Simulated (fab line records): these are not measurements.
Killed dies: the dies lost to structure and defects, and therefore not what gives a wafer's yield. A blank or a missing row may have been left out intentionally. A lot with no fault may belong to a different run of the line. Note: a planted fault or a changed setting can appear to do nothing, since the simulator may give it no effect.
Chamber matching -- flow n5Finfet -- rieDiel-03 running N5_BEOL_M14_STRIP_37: 4 sister chambers
The step strips in O2. 4 wafers are shown with their chamber, then 11 later ones without.

WAFERS, EACH WITH ITS CHAMBER
wafer,chamber,drypumpMotorCurrentA (A)
L079.4,0,5.3
L082.1,1,6.6
L082.2,3,5.5
L083.2,2,6.0

WAFERS MISSING THEIR CHAMBER
wafer,drypumpMotorCurrentA (A)
L083.4,5.4
L083.6,6.6
L091.1,6.0
L091.4,5.3
L091.5,6.0
L094.1,5.5
L094.2,6.6
L094.6,6.0
L097.1,6.0
L097.2,5.5
L097.3,5.4

CHAMBER TAKEN BY EACH
wafer,from the rows above,in truth
L083.4,can't be placed: 3 or 0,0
L083.6,1,1
L091.1,2,2
L091.4,0,0
L091.5,2,2
L094.1,3,3
L094.2,1,1
L094.6,2,2
L097.1,2,2
L097.2,3,3
L097.3,can't be placed: 3 or 0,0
Placed correctly: 9 of 11. These rows do not allow placing 2 (true chamber among the candidates in 2). Placed wrongly: 0.
How it was worked out, from the rows above alone: a wafer's distance from a chamber is the root of the sum, over the readings, of the square of ((its reading less the chamber's mean) divided by the reading's scatter). If the next closest chamber is less than 2 further off than the closest, the wafer can't be placed; otherwise it belongs to the closest. A chamber's mean is the mean of its shown wafers. The scatter (one wafer shown for each chamber): square how far every hidden wafer sits from the nearest shown wafer, average those squares and take the square root.
